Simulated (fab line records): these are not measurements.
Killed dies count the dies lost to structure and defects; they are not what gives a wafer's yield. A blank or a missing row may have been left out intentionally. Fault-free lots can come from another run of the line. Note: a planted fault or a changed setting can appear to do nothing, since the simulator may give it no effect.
fab line records	flow nand_harc
[record] lots = 12	wafers = 36	last_day = 24
route steps=1159 shown A_SLIT@792 A_WL_FILL@814 END@1159
lots with no fault: from the same line, run without faults
start_h: start of the lot's first displayed wafer, in hours after the record's first day	wait_h: time in hours since the lot's previous step	" identical to the entry in the row above	L1.1+2: a single row standing in for several wafers	- no value, or no start was given	* or withheld: withheld	< > ~ a bound
route shown NAME@n: a module of which the file shows steps, and the number in the route of the first	usual: mean/standard deviation of fault-free wafers	same: alike in all rows	chamber/n: place in a boat	sites: readings site by site	_std_site: how widely they spread, as a standard deviation	_edge_site: outer sites' mean less inner sites'	radius_mm: how far each site lies from the wafer's centre	mask NAME#n: copy n	behind: the tool/chamber that last shaped the wafer	hold: why the lot went on hold/how many hours it stayed there/how the hold came to an end	device: which transistor (n, p or np) failed to switch	end of line: tests run on the same wafers once the route is complete	a step without rows: its recipe alone	killed: the dies lost at the first sort to structure and to defects; this is not the yield of the wafer	map: the dies of a wafer, with x for killed, . for not killed, _ for no die there
set.NAME: the setting as run; set.NAME@STEP: as run at that earlier step	model.NAME: the simulator's own value behind a step, which no gauge read
steps of the route over a sample of lots; a table a step, a row a wafer
services: the hour from which a tool's chamber was out of use, counted from the record's first day as start_h (under 0 if before that day), plus the number of hours and why
[[steps]]
[step NHARC_A_SLIT_INSPECT_11]
[usual] raw_defect_count = 22/9.3
lot.wafer	tool	chamber	start_h	wait_h	raw_defect_count
L856.1	defect_inspect-02	-	333.45	0.0	25
L856.5	"	-	"	"	22
L856.6	"	-	"	"	26
L854.2	defect_inspect-02	-	334.39	0.0	15
L854.3	"	-	"	"	10
L854.4	"	-	"	"	17
L859.1	defect_inspect-01	-	340.52	0.0	14
L859.2	"	-	"	"	9
L859.6	"	-	"	"	13
L858.1	defect_inspect-01	-	352.25	0.0	23
L858.2	"	-	"	"	25
L858.4	"	-	"	"	20
L865.1	defect_inspect-01	-	388.09	0.0	46
L865.4	"	-	"	"	32
L865.6	"	-	"	"	35
L868.2	defect_inspect-02	-	390.06	0.0	12
L868.3	"	-	"	"	17
L868.6	"	-	"	"	11
L869.1	defect_inspect-02	-	406.43	0.1	32
L869.5	"	-	"	"	42
L869.6	"	-	"	"	24
L872.4	defect_inspect-02	-	430.27	0.0	21
L872.5	"	-	"	"	28
L872.6	"	-	"	"	22
L874.4	defect_inspect-02	-	430.38	0.0	40
L874.5	"	-	"	"	40
L874.6	"	-	"	"	40
L871.1	defect_inspect-01	-	436.50	0.0	12
L871.3	"	-	"	"	11
L871.4	"	-	"	"	9
L875.1	defect_inspect-02	-	451.36	0.0	24
L875.2	"	-	"	"	23
L875.4	"	-	"	"	21
L877.1	defect_inspect-01	-	458.37	0.0	24
L877.2	"	-	"	"	28
L877.4	"	-	"	"	17
[step NHARC_A_SLIT_ETCH_24]
[recipe] target_depth_a = 1210	time_s = 60.5	cf4_flow_sccm = 100	chf3_flow_sccm = 30	ar_flow_sccm = 0	rf_w = 500	bias_w = 200	chemistry = CF4/CHF3
[usual] bias_w = 199.9/0.64	cf4_flow_sccm = 100.1/0.3	chf3_flow_sccm = 30.01/0.091	drypump_motor_current_A = 5.5/0.57	oes_product_au = 0.963/0.016	rf_vpp_V = 368.7/1.8	showerhead_plenum_p_Torr = 1.52/0.044	throttle_valve_pct = 16.803/0.0089
lot.wafer	tool	chamber	start_h	wait_h	bias_w	cf4_flow_sccm	chf3_flow_sccm	drypump_motor_current_A	oes_product_au	rf_hours_counter_h	rf_vpp_V	showerhead_plenum_p_Torr	throttle_valve_pct
L856.1	rie_diel-05	0	333.61	0.1	199.8	99.9	29.82	5.0	0.986	11	369.9	1.54	16.804
L856.5	"	2	"	"	199.9	99.9	30.04	5.4	0.972	-	370.3	1.58	16.814
L856.6	"	3	"	"	199.7	100.4	30.16	6.0	0.973	-	368.5	1.50	16.798
L854.2	rie_diel-06	1	334.55	0.1	200.9	99.9	29.88	6.3	0.952	6	368.0	1.48	16.801
L854.3	"	2	"	"	200.7	99.8	29.88	5.8	0.950	6	367.9	1.50	16.821
L854.4	"	2	"	"	200.0	99.8	30.02	5.8	0.952	-	366.0	1.50	16.797
L859.2	rie_diel-12	2	340.67	0.1	200.7	100.1	30.17	6.5	0.950	10	366.9	1.47	16.787
L859.1	"	3	"	"	199.8	99.7	30.16	5.1	0.973	10	368.0	1.48	16.815
L859.6	"	1	"	"	201.1	100.6	29.99	4.8	0.963	-	371.3	1.56	16.793
L858.4	rie_diel-12	1	352.40	0.1	200.4	100.6	29.99	4.8	0.952	11	369.7	1.56	16.815
L858.2	"	2	"	"	200.9	99.9	29.98	6.6	0.966	12	367.8	1.47	16.818
L858.1	"	0	"	"	199.9	99.7	30.01	5.9	0.973	12	367.0	1.48	16.793
L865.4	rie_diel-06	0	388.27	0.1	199.4	100.0	30.02	5.8	0.976	10	368.7	1.55	16.814
L865.1	"	2	"	"	200.0	100.4	29.96	5.8	0.959	10	367.7	1.50	16.805
L865.6	"	1	"	"	199.8	99.9	29.71	6.3	0.957	-	367.4	1.48	16.813
L868.3	rie_diel-12	1	390.20	0.1	198.7	100.0	30.20	4.8	0.960	0	370.0	1.56	16.818
L868.2	"	0	"	"	199.8	100.0	29.91	5.9	0.952	0	365.9	1.48	16.818
L868.6	"	1	"	"	199.0	100.3	30.14	4.8	0.959	-	370.9	1.56	16.787
L869.1	rie_diel-12	1	406.61	0.1	199.3	99.9	30.02	4.8	0.975	2	370.0	1.56	16.809
L869.5	"	3	"	"	200.5	99.5	30.07	5.0	0.969	-	365.7	1.48	16.788
L869.6	"	0	"	"	200.3	100.2	30.12	5.9	0.945	-	369.4	1.48	16.809
L872.4	rie_diel-12	3	430.42	0.1	198.5	99.6	30.05	5.1	0.975	3	366.4	1.48	16.803
L872.6	"	2	"	"	199.6	100.6	29.96	6.5	0.943	-	366.7	1.47	16.811
L872.5	"	3	"	"	198.6	100.2	29.99	5.1	0.983	-	366.3	1.48	16.790
L874.4	rie_diel-05	2	430.53	0.1	199.6	100.2	29.92	5.4	0.963	5	370.8	1.58	16.797
L874.6	"	1	"	"	198.9	100.6	30.07	5.2	0.962	-	369.6	1.54	16.793
L874.5	"	2	"	"	199.8	100.4	29.80	5.3	0.958	-	368.1	1.58	16.807
L871.4	rie_diel-05	2	436.65	0.1	199.4	99.8	30.11	5.4	0.969	5	370.8	1.58	16.811
L871.1	"	0	"	"	199.4	100.5	29.96	5.0	0.988	5	369.0	1.54	16.801
L871.3	"	1	"	"	200.5	99.6	30.08	5.3	0.949	5	368.3	1.53	16.795
L875.2	rie_diel-05	0	451.51	0.1	201.0	100.4	29.86	5.0	0.971	7	368.9	1.54	16.798
L875.1	"	1	"	"	199.3	100.1	30.06	5.2	0.951	6	370.5	1.53	16.816
L875.4	"	2	"	"	200.3	99.7	29.97	5.4	0.961	7	371.1	1.58	16.803
L877.1	rie_diel-12	3	458.52	0.1	200.2	100.1	30.14	5.1	0.973	5	366.1	1.48	16.804
L877.4	"	0	"	"	198.8	100.1	30.10	5.9	0.964	5	365.6	1.48	16.826
L877.2	"	2	"	"	199.7	100.2	29.96	6.6	0.930	5	367.6	1.47	16.808
[step NHARC_A_SLIT_CD_MEAS_21]
[usual] cd_nm = 289.7/1
lot.wafer	tool	chamber	start_h	wait_h	cd_nm
L856.1	cd_sem-01	-	336.93	-	289.6
L856.5	"	-	"	"	289.1
L856.6	"	-	"	"	290.0
L854.2	cd_sem-01	-	338.61	-	289.5
L854.3	"	-	"	"	289.8
L854.4	"	-	"	"	288.9
L859.1	cd_sem-01	-	344.08	-	288.6
L859.2	"	-	"	"	290.1
L859.6	"	-	"	"	290.0
L858.1	cd_sem-01	-	357.69	-	289.6
L858.2	"	-	"	"	291.0
L858.4	"	-	"	"	288.0
L865.1	cd_sem-03	-	394.25	-	290.1
L865.4	"	-	"	"	290.1
L865.6	"	-	"	"	290.4
L868.2	cd_sem-01	-	397.31	-	289.5
L868.3	"	-	"	"	289.8
L868.6	"	-	"	"	289.7
L869.1	cd_sem-02	-	409.91	-	290.1
L869.5	"	-	"	"	290.2
L869.6	"	-	"	"	289.8
L872.4	cd_sem-02	-	433.78	-	291.0
L872.5	"	-	"	"	288.4
L872.6	"	-	"	"	289.2
L874.4	cd_sem-03	-	433.90	0.1	290.8
L874.5	"	-	"	"	288.7
L874.6	"	-	"	"	290.3
L871.1	cd_sem-02	-	441.40	-	286.9
L871.3	"	-	"	"	287.4
L871.4	"	-	"	"	288.0
L875.1	cd_sem-02	-	454.84	-	288.8
L875.2	"	-	"	"	290.1
L875.4	"	-	"	"	289.5
L877.1	cd_sem-02	-	461.96	-	289.9
L877.2	"	-	"	"	289.8
L877.4	"	-	"	"	290.2
[step NHARC_A_WL_FILL_ETCHBACK_04]
[recipe] target_depth_a = 600	time_s = 120	chemistry = NF3
[usual] drypump_motor_current_A = 5.77/0.23	he_backside_leak_sccm = 3.25/0.25	oes_product_au = 1.001/0.0096	run_length_s = 141.3/0.42
lot.wafer	tool	chamber	start_h	wait_h	drypump_motor_current_A	he_backside_leak_sccm	oes_product_au	rf_hours_counter_h	run_length_s
L854.2	rie_metal-01	1	350.70	2.4	6.05	3.42	1.011	0.0	141.3
L854.3	"	1	"	"	6.00	3.55	1.013	-	141.2
L854.4	"	0	"	"	5.81	3.12	1.016	-	141.3
L856.1	rie_metal-03	0	353.60	2.4	5.81	3.13	0.990	1.5	141.6
L856.5	"	1	"	"	5.30	3.56	1.008	-	141.4
L856.6	"	0	"	"	5.82	3.19	0.998	-	142.3
L859.1	rie_metal-02	1	357.28	2.8	5.88	3.49	1.000	3.9	141.1
L859.2	"	0	"	"	5.64	3.14	0.985	3.9	141.4
L859.6	"	0	"	"	5.65	3.32	0.990	-	141.3
L858.1	rie_metal-03	1	374.52	2.8	5.31	3.55	1.011	2.6	141.4
L858.2	"	0	"	"	5.84	3.16	0.985	2.6	141.6
L858.4	"	0	"	"	5.83	3.16	1.003	-	142.2
L865.1	rie_metal-03	1	408.98	2.9	5.32	3.99	1.013	3.5	145.2
L865.4	"	1	"	"	5.36	3.88	1.013	-	146.0
L865.6	"	1	"	"	5.34	3.90	1.010	-	145.6
L868.2	rie_metal-03	1	412.55	2.4	5.33	3.44	1.008	3.8	145.5
L868.3	"	1	"	"	5.33	3.60	1.007	-	145.2
L868.6	"	0	"	"	5.82	3.06	0.999	-	145.6
L869.1	rie_metal-02	0	423.39	2.9	5.65	3.18	1.011	0.6	141.0
L869.5	"	0	"	"	5.65	3.03	1.003	-	141.3
L869.6	"	1	"	"	5.88	3.40	0.994	-	140.7
L872.4	rie_metal-02	1	450.84	2.0	5.89	3.41	0.993	-	140.9
L872.6	"	0	"	"	5.69	3.26	1.004	-	140.9
L872.5	"	1	"	"	5.89	3.35	0.993	-	141.2
L874.4	rie_metal-02	1	452.89	2.0	5.91	3.25	0.983	-	141.0
L874.5	"	1	"	"	5.87	3.28	0.998	-	140.8
L874.6	"	0	"	"	5.67	3.17	1.013	-	141.0
L871.1	rie_metal-02	0	453.72	2.4	5.66	3.05	1.004	1.5	141.4
L871.4	"	1	"	"	5.87	3.43	0.992	-	141.0
L871.3	"	0	"	"	5.66	3.20	0.994	-	141.8
L875.1	rie_metal-01	1	467.18	2.8	6.09	2.94	1.000	4.6	141.2
L875.2	"	1	"	"	6.00	3.25	1.000	-	140.9
L875.4	"	1	"	"	6.08	3.14	0.987	-	141.2
L877.1	rie_metal-02	1	479.75	2.8	5.89	3.36	0.988	2.7	141.1
L877.2	"	0	"	"	5.66	3.13	0.998	2.7	141.5
L877.4	"	0	"	"	5.66	3.11	0.990	-	141.3
[step NHARC_END_SORT_01]
[recipe] temp_c = 25
[usual] killed_at_array = 29/10	killed_at_other = 0.7/1.1	killed_at_periphery = 3.2/2.2	killed_dies = 33/11	killed_open = 3.5/1.8	killed_short = 2.0/1.4
[same] gross_dies = 677
lot.wafer	tool	chamber	start_h	wait_h	killed_at_array	killed_at_other	killed_at_periphery	killed_dies	killed_open	killed_short
L854.2	prober-02	0	467.73	2.8	14	0	3	17	3	1
L854.3	prober-02	0	468.53	3.1	20	0	3	23	5	5
L854.4	prober-02	0	469.33	3.4	17	1	5	23	2	1
L856.1	prober-01	0	474.61	2.5	24	0	6	30	6	4
L856.5	prober-01	0	477.77	3.6	23	0	2	25	3	1
L856.6	prober-01	0	478.55	3.9	25	1	2	28	0	3
L859.1	prober-01	0	482.31	2.5	23	0	2	25	2	1
L859.2	prober-01	0	483.11	2.8	23	0	5	28	3	1
L859.6	prober-01	0	486.33	4.0	37	0	9	46	6	0
L858.1	prober-02	0	490.32	2.5	20	0	4	24	3	4
L858.2	prober-02	0	491.14	2.8	30	1	5	36	4	4
L858.4	prober-02	0	492.78	3.4	26	0	4	30	4	3
L865.1	prober-02	0	513.93	2.5	38	0	8	46	3	1
L865.4	prober-02	0	516.32	3.4	43	1	8	52	5	3
L865.6	prober-02	0	517.90	4.0	39	1	7	47	4	2
L868.2	prober-01	0	522.38	2.8	18	0	3	21	2	4
L868.3	prober-01	0	523.19	3.1	22	1	2	25	8	0
L868.6	prober-01	0	525.61	4.0	13	3	2	18	2	0
L869.1	prober-02	0	542.14	2.5	38	0	1	39	2	0
L869.5	prober-02	0	545.36	3.7	39	0	4	43	1	1
L869.6	prober-02	0	546.16	4.0	42	0	7	49	9	2
L871.1	prober-01	0	558.70	2.6	15	0	2	17	6	5
L871.3	prober-01	0	560.32	3.1	12	0	2	14	2	1
L871.4	prober-01	0	561.13	3.4	6	2	1	9	2	1
L872.4	prober-02	0	561.07	3.4	32	0	3	35	2	3
L872.5	prober-02	0	561.88	3.7	38	0	2	40	5	1
L872.6	prober-02	0	562.68	4.0	46	0	3	49	3	2
L874.4	prober-01	0	568.96	3.4	37	0	1	38	4	3
L874.5	prober-01	0	569.75	3.7	39	0	1	40	7	2
L874.6	prober-01	0	570.54	4.0	35	0	4	39	6	3
L875.1	prober-02	0	574.24	2.5	41	0	2	43	3	2
L875.2	prober-02	0	575.04	2.8	43	2	3	48	2	2
L875.4	prober-02	0	576.63	3.4	25	0	1	26	2	1
L877.1	prober-02	0	584.53	2.5	34	2	4	40	5	3
L877.2	prober-02	0	585.33	2.8	53	4	3	60	6	3
L877.4	prober-02	0	586.92	3.4	34	2	4	40	6	3
// killed by level:class
L854.2 A_STAIRCASE:chamber_film_flake=4 A_CONTACT:chamber_film_flake=3 A_WL_FILL:chamber_film_flake=2 P_CONTACT:geometric_particle:open=1 A_STAIRCASE:geometric_particle:open=1 A_SGD_CUT:geometric_particle:open=1 A_WL_FILL:geometric_particle:short=1 P_GATE:chamber_film_flake=1
L854.3 A_WL_FILL:geometric_particle:short=3 A_M0:chamber_film_flake=3 A_CONTACT:chamber_film_flake=3 A_CONTACT:geometric_particle:open=2 P_GATE:chamber_film_flake=2 A_WL_FILL:chamber_film_flake=2 P_M0:geometric_particle:short=1 A_ONON_D1:geometric_particle:open=1
L854.4 A_CHANNEL_HOLE_D1:chamber_film_flake=6 A_STAIRCASE:chamber_film_flake=4 P_GATE:chamber_film_flake=3 A_ONON_D1:geometric_particle:open=1 A_CHANNEL_FILL_D1:geometric_particle:short=1 A_M0:geometric_particle:open=1 P_ZERO_WELL:chamber_film_flake=1 P_M1:chamber_film_flake=1
L856.1 A_CHANNEL_HOLE_D1:chamber_film_flake=10 A_CONTACT:chamber_film_flake=3 A_ONON_D1:geometric_particle:short=2 A_M0:geometric_particle:open=2 A_CHANNEL_FILL_D1:chamber_film_flake=2 P_CONTACT:geometric_particle:open=1 P_M0:geometric_particle:short=1 P_M2:geometric_particle:open=1
L856.5 A_CHANNEL_HOLE_D1:chamber_film_flake=14 A_STAIRCASE:chamber_film_flake=2 P_STI:geometric_particle:open=1 A_CHANNEL_FILL_D1:geometric_particle:open=1 A_WL_FILL:geometric_particle:short=1 A_CONTACT:geometric_particle:open=1 P_GATE:chamber_film_flake=1 A_ZERO_WELL:chamber_film_flake=1
L856.6 A_CHANNEL_HOLE_D1:chamber_film_flake=17 A_STAIRCASE:chamber_film_flake=3 A_CONTACT:chamber_film_flake=2 A_CHANNEL_FILL_D1:geometric_particle:short=1 A_SGD_CUT:geometric_particle:short=1 A_CONTACT:geometric_particle:short=1 P_ZERO_WELL:chamber_film_flake=1 P_GATE:chamber_film_flake=1
L859.1 A_SLIT:chamber_film_flake=9 A_CHANNEL_HOLE_D1:chamber_film_flake=4 A_STAIRCASE:chamber_film_flake=3 A_CONTACT:geometric_particle:open=2 A_ZERO_WELL:chamber_film_flake=2 A_ONON_D1:geometric_particle:short=1 P_STI:chamber_film_flake=1 P_BONDPAD:chamber_film_flake=1
L859.2 A_SLIT:chamber_film_flake=9 P_BONDPAD:chamber_film_flake=4 A_CHANNEL_HOLE_D1:chamber_film_flake=3 A_STAIRCASE:chamber_film_flake=3 A_ZERO_WELL:chamber_film_flake=2 A_CONTACT:chamber_film_flake=2 A_ONON_D1:geometric_particle:open=1 A_ONON_D1:geometric_particle:short=1
L859.6 A_SLIT:chamber_film_flake=19 A_STAIRCASE:chamber_film_flake=6 P_BONDPAD:chamber_film_flake=5 A_CHANNEL_HOLE_D1:chamber_film_flake=3 A_WL_FILL:chamber_film_flake=3 P_ZERO_WELL:chamber_film_flake=2 A_CONTACT:chamber_film_flake=2 P_GATE:geometric_particle:open=1
L858.1 A_CHANNEL_HOLE_D1:chamber_film_flake=13 A_STAIRCASE:chamber_film_flake=2 A_CONTACT:chamber_film_flake=2 P_CONTACT:geometric_particle:short=1 P_CONTACT:geometric_particle:open=1 P_M1:geometric_particle:short=1 P_M2:geometric_particle:open=1 A_SOURCE_PLATE:geometric_particle:short=1
L858.2 A_CHANNEL_HOLE_D1:chamber_film_flake=16 A_STAIRCASE:chamber_film_flake=4 A_CHANNEL_HOLE_D1:geometric_particle:short=2 A_CONTACT:chamber_film_flake=2 P_M0:geometric_particle:short=1 P_M1:geometric_particle:short=1 A_SOURCE_PLATE:geometric_particle:open=1 A_CHANNEL_FILL_D1:geometric_particle:open=1
L858.4 A_CHANNEL_HOLE_D1:chamber_film_flake=11 A_CONTACT:geometric_particle:open=3 A_SLIT:chamber_film_flake=3 A_CONTACT:chamber_film_flake=3 P_BONDPAD:chamber_film_flake=2 P_CONTACT:geometric_particle:short=1 A_ONON_D1:geometric_particle:short=1 A_CHANNEL_FILL_D1:geometric_particle:open=1
L865.1 A_CHANNEL_HOLE_D1:chamber_film_flake=19 A_SLIT:chamber_film_flake=12 A_STAIRCASE:chamber_film_flake=5 P_M2:chamber_film_flake=4 P_GATE:chamber_film_flake=2 P_GATE:geometric_particle:open=1 P_M2:geometric_particle:open=1 A_ONON_D1:geometric_particle:short=1
L865.4 A_CHANNEL_HOLE_D1:chamber_film_flake=14 A_STAIRCASE:chamber_film_flake=13 A_SLIT:chamber_film_flake=7 P_M2:chamber_film_flake=6 A_ONON_D1:geometric_particle:open=2 A_CHANNEL_FILL_D1:geometric_particle:short=2 A_CONTACT:geometric_particle:open=2 P_GATE:chamber_film_flake=2
L865.6 A_CHANNEL_HOLE_D1:chamber_film_flake=19 A_SLIT:chamber_film_flake=10 P_M2:chamber_film_flake=5 A_STAIRCASE:chamber_film_flake=4 A_SGD_CUT:geometric_particle:open=2 P_GATE:geometric_particle:short=1 A_ONON_D1:geometric_particle:open=1 A_ONON_D1:geometric_particle:short=1
L868.2 A_CONTACT:chamber_film_flake=6 A_SLIT:chamber_film_flake=4 P_M0:geometric_particle:short=1 A_CHANNEL_FILL_D1:geometric_particle:short=1 A_SGD_CUT:geometric_particle:open=1 A_WL_FILL:geometric_particle:short=1 A_CONTACT:geometric_particle:open=1 A_CONTACT:geometric_particle:short=1
L868.3 A_CHANNEL_HOLE_D1:chamber_film_flake=7 A_CONTACT:chamber_film_flake=3 A_CONTACT:geometric_particle:open=2 A_M1:geometric_particle:open=2 A_STAIRCASE:chamber_film_flake=2 A_SLIT:chamber_film_flake=2 A_WL_FILL:chamber_film_flake=2 P_GATE:geometric_particle:open=1
L868.6 A_CONTACT:chamber_film_flake=5 A_CHANNEL_HOLE_D1:chamber_film_flake=4 THIN_TSV:chamber_film_flake=3 A_CHANNEL_HOLE_D1:geometric_particle:open=1 A_M0:geometric_particle:open=1 P_STI:chamber_film_flake=1 P_BONDPAD:chamber_film_flake=1 A_STAIRCASE:chamber_film_flake=1
L869.1 A_CHANNEL_HOLE_D1:chamber_film_flake=20 A_SLIT:chamber_film_flake=14 A_CHANNEL_HOLE_D1:geometric_particle:open=1 A_WL_FILL:geometric_particle:open=1 P_STI:chamber_film_flake=1 A_CHANNEL_FILL_D1:chamber_film_flake=1 A_WL_FILL:chamber_film_flake=1
L869.5 A_CHANNEL_HOLE_D1:chamber_film_flake=20 A_SLIT:chamber_film_flake=16 P_STI:chamber_film_flake=2 P_STI:geometric_particle:short=1 A_WL_FILL:geometric_particle:open=1 P_ZERO_WELL:chamber_film_flake=1 A_CHANNEL_FILL_D1:chamber_film_flake=1 A_CONTACT:chamber_film_flake=1
L869.6 A_SLIT:chamber_film_flake=16 A_CHANNEL_HOLE_D1:chamber_film_flake=12 P_STI:chamber_film_flake=3 A_CHANNEL_FILL_D1:geometric_particle:open=2 A_CHANNEL_FILL_D1:chamber_film_flake=2 A_WL_FILL:chamber_film_flake=2 P_GATE:geometric_particle:open=1 P_CONTACT:geometric_particle:open=1
L871.1 A_CHANNEL_HOLE_D1:chamber_film_flake=3 A_CONTACT:chamber_film_flake=3 A_SOURCE_PLATE:geometric_particle:open=2 A_CONTACT:geometric_particle:open=2 P_GATE:geometric_particle:short=1 P_CONTACT:geometric_particle:short=1 A_SOURCE_PLATE:geometric_particle:short=1 A_ONON_D1:geometric_particle:open=1
L871.3 A_CHANNEL_HOLE_D1:chamber_film_flake=5 A_CONTACT:chamber_film_flake=4 A_CONTACT:geometric_particle:open=1 A_M0:geometric_particle:open=1 A_M0:geometric_particle:short=1 P_ZERO_WELL:chamber_film_flake=1 P_M0:chamber_film_flake=1
L872.4 A_CHANNEL_HOLE_D1:chamber_film_flake=15 A_SLIT:chamber_film_flake=10 A_CONTACT:chamber_film_flake=3 P_CONTACT:geometric_particle:open=2 P_GATE:geometric_particle:short=1 A_ONON_D1:geometric_particle:short=1 A_CONTACT:geometric_particle:short=1 A_ZERO_WELL:chamber_film_flake=1
L871.4 A_CONTACT:chamber_film_flake=3 THIN_TSV:chamber_film_flake=2 A_SOURCE_PLATE:geometric_particle:short=1 A_SGD_CUT:geometric_particle:open=1 A_M0:geometric_particle:open=1 P_ZERO_WELL:chamber_film_flake=1
L872.5 A_CHANNEL_HOLE_D1:chamber_film_flake=16 A_SLIT:chamber_film_flake=12 A_CONTACT:chamber_film_flake=4 A_CHANNEL_FILL_D1:geometric_particle:open=2 P_M2:geometric_particle:open=1 A_ONON_D1:geometric_particle:short=1 A_CONTACT:geometric_particle:open=1 A_M0:geometric_particle:open=1
L872.6 A_SLIT:chamber_film_flake=21 A_CHANNEL_HOLE_D1:chamber_film_flake=15 A_CONTACT:chamber_film_flake=4 A_CHANNEL_FILL_D1:geometric_particle:open=2 A_CHANNEL_FILL_D1:geometric_particle:short=2 P_M0:chamber_film_flake=2 A_M0:geometric_particle:open=1 P_BONDPAD:chamber_film_flake=1
L874.4 A_CHANNEL_HOLE_D1:chamber_film_flake=23 A_CONTACT:chamber_film_flake=3 A_CONTACT:geometric_particle:open=2 A_STAIRCASE:chamber_film_flake=2 A_WL_FILL:chamber_film_flake=2 P_M1:geometric_particle:open=1 A_SOURCE_PLATE:geometric_particle:short=1 A_WL_FILL:geometric_particle:short=1
L874.5 A_CHANNEL_HOLE_D1:chamber_film_flake=21 A_CONTACT:chamber_film_flake=4 A_STAIRCASE:chamber_film_flake=3 A_BLC:chamber_film_flake=3 P_M0:geometric_particle:short=1 A_ONON_D1:geometric_particle:open=1 A_CHANNEL_HOLE_D1:geometric_particle:short=1 A_CHANNEL_HOLE_D1:geometric_particle:open=1
L874.6 A_CHANNEL_HOLE_D1:chamber_film_flake=21 A_CONTACT:chamber_film_flake=3 P_M0:geometric_particle:open=2 A_STAIRCASE:chamber_film_flake=2 A_BLC:chamber_film_flake=2 P_CONTACT:geometric_particle:short=1 A_SOURCE_PLATE:geometric_particle:open=1 A_ONON_D1:geometric_particle:short=1
L875.1 A_SLIT:chamber_film_flake=15 A_CHANNEL_HOLE_D1:chamber_film_flake=13 A_SGD_CUT:chamber_film_flake=3 A_ZERO_WELL:chamber_film_flake=3 A_BLC:geometric_particle:open=2 A_CHANNEL_FILL_D1:geometric_particle:open=1 A_BLC:geometric_particle:short=1 A_BONDPAD:geometric_particle:short=1
L875.2 A_SLIT:chamber_film_flake=21 A_CHANNEL_HOLE_D1:chamber_film_flake=10 A_SGD_CUT:chamber_film_flake=4 A_CONTACT:chamber_film_flake=3 A_STAIRCASE:chamber_film_flake=2 THIN_TSV:chamber_film_flake=2 P_M0:geometric_particle:open=1 A_CHANNEL_FILL_D1:geometric_particle:short=1
L875.4 A_SLIT:chamber_film_flake=11 A_CHANNEL_HOLE_D1:chamber_film_flake=6 A_SGD_CUT:chamber_film_flake=6 P_M0:geometric_particle:open=1 A_SGD_CUT:geometric_particle:open=1 A_BONDPAD:geometric_particle:short=1
L877.1 A_SLIT:chamber_film_flake=11 A_CHANNEL_HOLE_D1:chamber_film_flake=7 A_CHANNEL_FILL_D1:chamber_film_flake=3 A_CONTACT:chamber_film_flake=3 A_BONDPAD:chamber_film_flake=3 A_WL_FILL:geometric_particle:open=2 THIN_TSV:chamber_film_flake=2 P_STI:geometric_particle:short=1
L877.2 A_SLIT:chamber_film_flake=21 A_CHANNEL_HOLE_D1:chamber_film_flake=10 A_CONTACT:chamber_film_flake=8 A_STAIRCASE:chamber_film_flake=4 THIN_TSV:chamber_film_flake=4 A_CHANNEL_FILL_D1:geometric_particle:short=2 A_CHANNEL_FILL_D1:chamber_film_flake=2 P_GATE:geometric_particle:open=1
L877.4 A_SLIT:chamber_film_flake=12 A_BONDPAD:chamber_film_flake=5 A_CONTACT:chamber_film_flake=3 A_STAIRCASE:chamber_film_flake=2 A_WL_FILL:chamber_film_flake=2 THIN_TSV:chamber_film_flake=2 P_STI:geometric_particle:open=1 P_GATE:geometric_particle:open=1
[[services]]
tool	chamber	start_h	hours	kind
rie_diel-12	1	330.13	7.4	repair
rie_diel-06	0	330.80	7.5	repair
rie_metal-01	-	332.00	9.0	pm
rie_diel-12	0	333.90	-	clean
rie_diel-12	2	333.90	-	clean
rie_diel-12	3	333.90	-	clean
rie_diel-05	-	340.60	9.0	pm
rie_diel-12	0	342.05	3.7	repair
rie_metal-02	-	345.89	0.8	repair
rie_diel-12	-	352.48	1.0	repair
rie_diel-12	1	358.40	-	clean
rie_diel-12	2	358.40	-	clean
rie_diel-12	3	358.40	-	clean
rie_diel-12	-	379.40	9.0	pm
rie_diel-12	0	379.40	9.0	vent_cycle
rie_diel-12	1	379.40	9.0	vent_cycle
rie_metal-02	-	388.00	9.0	pm
rie_diel-06	0	395.45	15.0	repair
rie_metal-01	0	403.33	64.6	repair
rie_diel-06	-	418.21	9.0	pm
rie_metal-02	-	429.58	0.5	repair
rie_metal-01	-	438.66	15.0	repair
rie_metal-03	-	453.00	9.0	pm
rie_diel-06	3	477.56	6.1	repair
[[key]]
[first_sign] step = NHARC_A_WL_FILL_ETCHBACK_04	reading = run_length_s	direction = up	sigmas = 10	usual = *	struck = *
effect none on later readings
met_at NHARC_A_WL_FILL_ETCHBACK_04
struck_lots L865,L868
tester_left_out L865,L868
not_acting_at NHARC_A_SLIT_INSPECT_11,NHARC_A_SLIT_ETCH_24,NHARC_A_SLIT_CD_MEAS_21
onset_between 374.52 408.98
[fault] kind = process_parameter_drift	tool = rie_metal-03	chamber = -	onset_h = 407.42	steps = NHARC_A_WL_FILL_ETCHBACK_04	channel = time_s	offset = *	shape = step	end_h = 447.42	acts_in = *	stated = *
// tester_left_out: of these lots the tester's yield and bins aren't shown, on N5 and GAA mostly nor the transistor test; their killed dies are dies lost to structure and defects alone, not to doping, threshold or leakage, so they don't give the yield
